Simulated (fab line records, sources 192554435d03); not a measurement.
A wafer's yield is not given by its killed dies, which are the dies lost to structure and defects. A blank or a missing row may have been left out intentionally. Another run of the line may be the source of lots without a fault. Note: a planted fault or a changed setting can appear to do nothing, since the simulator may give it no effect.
fab line records -- flow n5Finfet -- part 2 of 2: steps 21 to 26 of 26
record lots=5, wafers=15, lastDay=17
route steps=1938 shown BEOL_M9@1417
lots that met no fault: taken from a fault-free run of the same line
startH: hours from the record's first day to the start of the lot's first wafer shown -- waitH: hours elapsed since this lot's preceding step -- " as in the row above -- L1.1+2: one row covering several wafers at once -- - no value, or no start was given -- * or withheld: withheld -- < > ~ a bound
route shown NAME@n: NAME is a module with steps in the file, n the number in the route of the first one -- usual: mean/standard deviation of fault-free wafers -- same: alike in all rows -- chamber/n: place in a boat -- sites: each site's reading -- _std_site: the standard deviation of these -- _edge_site: the outer-site mean with the inner-site mean subtracted -- radiusMm: for every site, how far away it sits from the centre of the wafer -- mask NAME#n: copy n -- behind: the tool/chamber that last shaped the wafer -- hold: why the lot was held/for how many hours/how that ended -- device: the n, p or np transistor that did not switch -- end of line: the same wafers' tests at the end of the route -- where a step has no rows: the recipe by itself -- killed: count of dies lost to structure and defects at first sort (not the wafer's yield) -- map: shows each die of a wafer: x if killed, . if not, _ if none is there
set.NAME: the setting that was run; set.NAME@STEP: the one run at that earlier step -- model.NAME: the simulator's own value behind a step, which no gauge read
lots seen at some steps along the route; tables by step, rows by wafer
services: from which hour (startH, from the record's first day; less than 0 if before it) a tool's chamber was out of use, for how many hours, and why
## steps
# step N5_BEOL_M9_DESCUM_33
# recipe chemistry=O2, timeS=7, sourcePowerW=50, biasPowerW=20, pressureMtorr=20, rfFrequencyHz=2.712e+07, tempC=40, resist=CAR-EUV, o2FlowSccm=225
# usual drypumpMotorCurrentA=5.65/0.26, oesProductAu=0.81/0.11, rfFwdPowerW=49.41/0.27, rfVppV=243.1/1.3, showerheadPlenumPTorr=2.09/0.072, tempC=40.01/0.11, throttleValvePct=20.35/0.28
# same timeS=7
lot.wafer,tool,chamber,startH,waitH,drypumpMotorCurrentA,oesProductAu,rfFwdPowerW,rfHoursCounterH,rfVppV,showerheadPlenumPTorr,tempC,throttleValvePct
L078.2,rieDiel-02,2,291.41,0.0,5.64,0.91,49.55,18,244.5,2.13,40.11,20.04
L078.3,rieDiel-02,1,291.41,0.0,5.80,0.94,49.79,10,243.3,2.16,39.91,20.08
L078.6,rieDiel-02,3,291.41,0.0,5.44,0.91,49.26,-,243.2,2.03,39.77,20.43
L084.1,rieDiel-02,0,298.64,0.0,5.31,0.70,49.78,217,243.0,1.99,39.91,20.53
L084.3,rieDiel-02,1,298.64,0.0,5.86,0.93,49.60,13,244.0,2.15,39.90,20.09
L084.4,rieDiel-02,2,298.64,0.0,5.69,0.90,49.43,22,243.0,2.13,40.05,20.03
L085.1,rieDiel-02,0,299.32,0.6,5.31,0.70,49.58,217,241.3,1.99,40.05,20.54
L085.4,rieDiel-02,2,299.32,0.6,5.64,0.89,49.47,22,244.4,2.13,39.93,20.03
L085.6,rieDiel-02,0,299.32,0.6,5.33,0.70,49.63,-,240.3,1.99,39.98,20.55
L090.3,rieDiel-04,3,325.83,0.3,5.48,1.00,48.64,0,245.3,2.24,40.01,20.55
L090.4,rieDiel-04,1,325.83,0.3,5.94,0.71,49.54,213,243.6,2.14,40.06,20.27
L090.5,rieDiel-04,2,325.83,0.3,5.76,0.89,49.45,-,241.0,2.04,40.06,20.01
L091.2,rieDiel-04,3,338.67,0.0,5.48,0.97,48.63,5,244.9,2.24,40.01,20.55
L091.3,rieDiel-04,0,338.67,0.0,5.66,0.69,49.69,232,243.9,2.06,40.21,20.88
L091.6,rieDiel-04,2,338.67,0.0,5.74,0.88,49.36,-,241.8,2.04,39.94,20.03
# step N5_BEOL_M9_ETCH_76
# recipe chemistry=N2/H2, target=underlayer, targetDepthA=65, maskMaterial=CAR-EUV, timeS=5.2, ionEnergyEv=200, pressureMtorr=30, sourceW=840, biasW=150, n2FlowSccm=200, h2FlowSccm=200, ends=cleared
# usual drypumpMotorCurrentA=5.65/0.27, etchRfOnTimeS=5.25/0.15, n2FlowSccm=200.1/0.55, oesProductAu=0.69/0.095, rfFwdPowerW=819.8/2.7, rfVppV=523.9/2.8, showerheadPlenumPTorr=2.55/0.09, throttleValvePct=17.83/0.21
lot.wafer,tool,chamber,startH,waitH,drypumpMotorCurrentA,etchRfOnTimeS,n2FlowSccm,oesProductAu,rfFwdPowerW,rfHoursCounterH,rfVppV,showerheadPlenumPTorr,throttleValvePct
L078.2,rieDiel-02,2,291.44,0.0,5.66,5.13,200.0,0.79,817.9,18,523.4,2.61,17.66
L078.3,rieDiel-02,1,291.44,0.0,5.88,5.31,200.4,0.77,817.7,10,525.3,2.62,17.45
L078.6,rieDiel-02,3,291.44,0.0,5.50,5.10,199.5,0.77,818.1,-,523.6,2.48,17.86
L084.1,rieDiel-02,0,298.68,0.0,5.28,5.41,200.4,0.59,821.1,217,520.5,2.42,18.01
L084.3,rieDiel-02,1,298.68,0.0,5.85,5.35,199.6,0.78,821.0,13,524.3,2.62,17.45
L084.4,rieDiel-02,2,298.68,0.0,5.68,5.19,200.7,0.76,821.9,22,524.6,2.61,17.67
L085.1,rieDiel-02,0,299.35,0.0,5.29,5.45,199.0,0.59,821.7,217,519.3,2.42,18.00
L085.4,rieDiel-02,2,299.35,0.0,5.65,5.17,199.6,0.78,821.3,22,526.6,2.61,17.66
L085.6,rieDiel-02,0,299.35,0.0,5.28,5.38,200.0,0.59,819.3,-,519.5,2.42,18.00
L090.3,rieDiel-04,3,325.87,0.0,5.50,5.14,200.5,0.85,820.5,0,528.3,2.72,17.85
L090.4,rieDiel-04,1,325.87,0.0,5.94,5.35,199.9,0.59,822.8,213,525.1,2.64,17.98
L090.5,rieDiel-04,2,325.87,0.0,5.76,5.17,200.6,0.76,819.7,-,522.1,2.50,17.62
L091.2,rieDiel-04,3,338.70,0.0,5.48,5.17,200.0,0.82,815.8,5,529.1,2.72,17.89
L091.3,rieDiel-04,0,338.70,0.0,5.73,5.66,199.7,0.56,818.9,232,522.1,2.50,18.16
L091.6,rieDiel-04,2,338.70,0.0,5.77,5.17,200.3,0.75,824.3,-,522.8,2.50,17.66
# step N5_BEOL_M9_ETCH_65
# recipe chemistry=CF4, target=SiARC, targetDepthA=156, maskMaterial=CAR-EUV, timeS=26, ionEnergyEv=80, pressureMtorr=40, sourceW=545, biasW=36, Ar_flow_sccm=100, cf4FlowSccm=100, ends=cleared
# usual cf4FlowSccm=100.0/0.3, drypumpMotorCurrentA=5.65/0.27, etchRfOnTimeS=26.4/0.71, oesProductAu=0.69/0.093, rfFwdPowerW=532.3/2.4, rfVppV=184.1/1.2, showerheadPlenumPTorr=2.14/0.07, throttleValvePct=15.56/0.27
lot.wafer,tool,chamber,startH,waitH,cf4FlowSccm,drypumpMotorCurrentA,etchRfOnTimeS,oesProductAu,rfFwdPowerW,rfHoursCounterH,rfVppV,showerheadPlenumPTorr,throttleValvePct
L078.2,rieDiel-02,2,291.46,0.0,99.4,5.67,25.9,0.78,530.3,19,185.8,2.19,15.23
L078.3,rieDiel-02,1,291.46,0.0,100.5,5.82,26.6,0.77,536.6,10,186.2,2.19,15.16
L078.6,rieDiel-02,3,291.46,0.0,100.1,5.50,25.6,0.76,528.9,-,183.4,2.09,15.56
L084.1,rieDiel-02,0,298.69,0.0,99.8,5.33,26.9,0.59,533.1,217,183.4,2.04,15.81
L084.3,rieDiel-02,1,298.69,0.0,100.2,5.84,26.6,0.77,537.3,13,184.5,2.19,15.18
L084.4,rieDiel-02,2,298.69,0.0,100.3,5.68,26.1,0.77,531.5,22,183.9,2.19,15.26
L085.1,rieDiel-02,0,299.37,0.0,100.0,5.29,27.3,0.58,534.6,217,182.8,2.04,15.79
L085.4,rieDiel-02,2,299.37,0.0,100.1,5.68,26.1,0.77,532.6,22,186.4,2.18,15.25
L085.6,rieDiel-02,0,299.37,0.0,99.9,5.28,27.1,0.59,533.8,-,182.4,2.04,15.81
L090.3,rieDiel-04,3,325.89,0.0,99.9,5.50,25.3,0.87,531.6,0,184.3,2.27,15.54
L090.4,rieDiel-04,1,325.89,0.0,100.4,5.90,26.6,0.59,531.1,213,184.4,2.21,15.67
L090.5,rieDiel-04,2,325.89,0.0,100.3,5.80,26.2,0.74,534.8,-,184.2,2.10,15.27
L091.2,rieDiel-04,3,338.72,0.0,100.4,5.50,25.5,0.83,530.7,5,185.8,2.27,15.57
L091.3,rieDiel-04,0,338.72,0.0,100.2,5.71,27.8,0.57,530.2,232,182.9,2.11,16.04
L091.6,rieDiel-04,2,338.72,0.0,100.2,5.71,25.8,0.74,532.1,-,184.1,2.10,15.31
# step N5_BEOL_M9_ETCH_66
# recipe chemistry=N2/H2, target=SOC, targetDepthA=800, overetchA=160, maskMaterial=SiARC, tempC=40, timeS=120, ionEnergyEv=200, pressureMtorr=30, sourceW=840, biasW=150, n2FlowSccm=200, h2FlowSccm=200
# usual drypumpMotorCurrentA=5.65/0.27, n2FlowSccm=200.0/0.63, oesProductAu=0.62/0.078, rfFwdPowerW=836/3, rfVppV=523.8/2.4, showerheadPlenumPTorr=2.55/0.091, tempC=40.00/0.11, throttleValvePct=17.79/0.22
# same timeS=120
lot.wafer,tool,chamber,startH,waitH,drypumpMotorCurrentA,n2FlowSccm,oesProductAu,rfFwdPowerW,rfHoursCounterH,rfVppV,showerheadPlenumPTorr,tempC,throttleValvePct
L078.2,rieDiel-02,2,291.49,0.0,5.69,199.6,0.70,832,19,527.3,2.61,39.76,17.62
L078.3,rieDiel-02,1,291.49,0.0,5.84,199.4,0.71,838,10,525.9,2.62,39.88,17.38
L078.6,rieDiel-02,3,291.49,0.0,5.48,200.7,0.68,836,-,521.6,2.48,40.09,17.81
L084.1,rieDiel-02,0,298.72,0.0,5.31,200.3,0.54,842,217,520.2,2.42,39.99,17.95
L084.3,rieDiel-02,1,298.72,0.0,5.86,200.8,0.70,837,14,524.2,2.61,39.88,17.40
L084.4,rieDiel-02,2,298.72,0.0,5.68,200.2,0.69,834,22,523.6,2.61,40.18,17.61
L085.1,rieDiel-02,0,299.39,0.0,5.32,199.7,0.54,839,217,519.9,2.42,39.96,17.97
L085.4,rieDiel-02,2,299.39,0.0,5.65,200.2,0.70,836,22,523.2,2.61,39.90,17.63
L085.6,rieDiel-02,0,299.39,0.0,5.29,200.1,0.54,840,-,521.0,2.42,39.96,17.96
L090.3,rieDiel-04,3,325.91,0.0,5.48,200.9,0.76,833,0,528.0,2.72,40.07,17.84
L090.4,rieDiel-04,1,325.91,0.0,5.92,200.4,0.53,835,213,525.6,2.64,40.09,17.93
L090.5,rieDiel-04,2,325.91,0.0,5.73,199.6,0.67,839,-,522.6,2.50,40.04,17.58
L091.2,rieDiel-04,3,338.75,0.0,5.49,201.1,0.74,830,5,528.9,2.72,40.03,17.86
L091.3,rieDiel-04,0,338.75,0.0,5.67,200.1,0.53,838,232,522.2,2.49,40.00,18.11
L091.6,rieDiel-04,2,338.75,0.0,5.80,199.5,0.66,840,-,523.2,2.50,39.96,17.60
# step N5_BEOL_M9_STRIP_69
# recipe chemistry=N2/H2, tempC=40, n2FlowSccm=200, h2FlowSccm=200, rfFrequencyHz=6e+07
lot.wafer,tool,chamber,startH,waitH
L078.2+3+6,rieDiel-02,"2,1,3",291.57,0.0
L084.1+3+4,rieDiel-02,"0,1,2",298.80,0.0
L085.1+4+6,rieDiel-02,"0,2,0",299.48,0.0
L090.3+4+5,rieDiel-04,"3,1,2",325.99,0.0
L091.2+3+6,rieDiel-04,"3,0,2",338.83,0.0
# step N5_BEOL_M9_STRIP_77
# recipe chemistry=N2/H2, tempC=40, n2FlowSccm=200, h2FlowSccm=200, rfFrequencyHz=6e+07
lot.wafer,tool,chamber,startH,waitH
L078.2+3+6,rieDiel-02,"2,1,3",291.58,0.0
L084.1+3+4,rieDiel-02,"0,1,2",298.81,0.0
L085.1+4+6,rieDiel-02,"0,2,0",299.49,0.0
L090.3+4+5,rieDiel-04,"3,1,2",326.00,0.0
L091.2+3+6,rieDiel-04,"3,0,2",338.84,0.0
## services
tool,chamber,startH,hours,kind
euvScanner-01,-,266.10,4.6,pm
euvScanner-02,-,270.70,12.0,pm
euvScanner-01,0,273.51,-,calibration
lithoTrack-02,-,275.21,-,consumableReplace:filter
euvScanner-02,-,287.27,4.6,pm
euvScanner-01,-,291.87,5.8,pm
euvScanner-02,-,294.24,1.2,repair
euvScanner-02,-,297.65,1.0,pm
rieDiel-04,3,301.26,-,clean
rieDiel-04,3,301.26,-,consumableReplace:focusRing
rieDiel-04,3,301.26,-,consumableReplace:showerhead
rieDiel-04,3,301.26,23.8,scheduledDown
rieDiel-04,3,301.26,23.8,ventCycle
euvScanner-01,-,302.72,0.2,repair
euvScanner-01,-,302.94,1.0,pm
rieDiel-02,1,307.24,11.4,repair
rieDiel-05,-,330.98,14.6,pm
